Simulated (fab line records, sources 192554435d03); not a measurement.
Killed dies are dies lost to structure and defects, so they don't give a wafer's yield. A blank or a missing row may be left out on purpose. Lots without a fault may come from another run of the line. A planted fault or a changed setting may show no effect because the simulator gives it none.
Chamber matching | flow n5_finfet | N5_BEOL_M3_CMP_52 on cmp-02: 4 sister chambers
The step polishes, stops on SiOC, t overpolish 6.8 s, target thk 40 nm. 8 wafers are shown with their chamber, then 7 later ones without.

WAFERS WITH THEIR CHAMBER
wafer  | chamber | motor_current_A (A) | time_to_endpoint_s (s)
L075.5 | 3       | 4.5                 | 64.6
L081.1 | 0       | 6.4                 | 64.1
L081.3 | 1       | 5.4                 | 63.8
L082.1 | 3       | 4.5                 | 62.8
L082.4 | 1       | 5.9                 | 65.9
L082.6 | 2       | 5.5                 | 64.7
L084.2 | 0       | 6.0                 | 62.6
L084.3 | 2       | 6.2                 | 66.6

WAFERS WITHOUT THEIR CHAMBER
wafer  | motor_current_A (A) | time_to_endpoint_s (s)
L084.6 | 5.7                 | 66.6
L090.3 | 5.7                 | 59.1
L090.4 | 5.7                 | 63.9
L090.6 | 4.4                 | 59.7
L095.1 | 5.8                 | 64.3
L095.4 | 5.6                 | 57.0
L095.6 | 4.4                 | 62.6

WHICH CHAMBER EACH WENT THROUGH
wafer  | from the rows above               | in truth
L084.6 | can't be placed: 2 or 1           | 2
L090.3 | can't be placed: 0 or 1 or 3 or 2 | 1
L090.4 | can't be placed: 1 or 2 or 0      | 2
L090.6 | 3                                 | 3
L095.1 | can't be placed: 1 or 2 or 0      | 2
L095.4 | can't be placed: 0 or 1 or 3 or 2 | 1
L095.6 | 3                                 | 3
Placed correctly: 2 of 7. Can't be placed from these rows: 5 (the true chamber is among the candidates in 5). Placed wrongly: 0.
How it was worked out, from the rows above alone: a wafer's distance from a chamber is the root of the sum, over the readings, of the square of ((its reading less the chamber's mean) divided by the reading's scatter). The wafer belongs to the nearest chamber; if the next one is less than 2 further off, it can't be placed. A chamber's mean is the mean of its shown wafers. The scatter: the root of (the sum of the squares of (reading less its chamber's mean) over the shown wafers, divided by (wafers less chambers)).
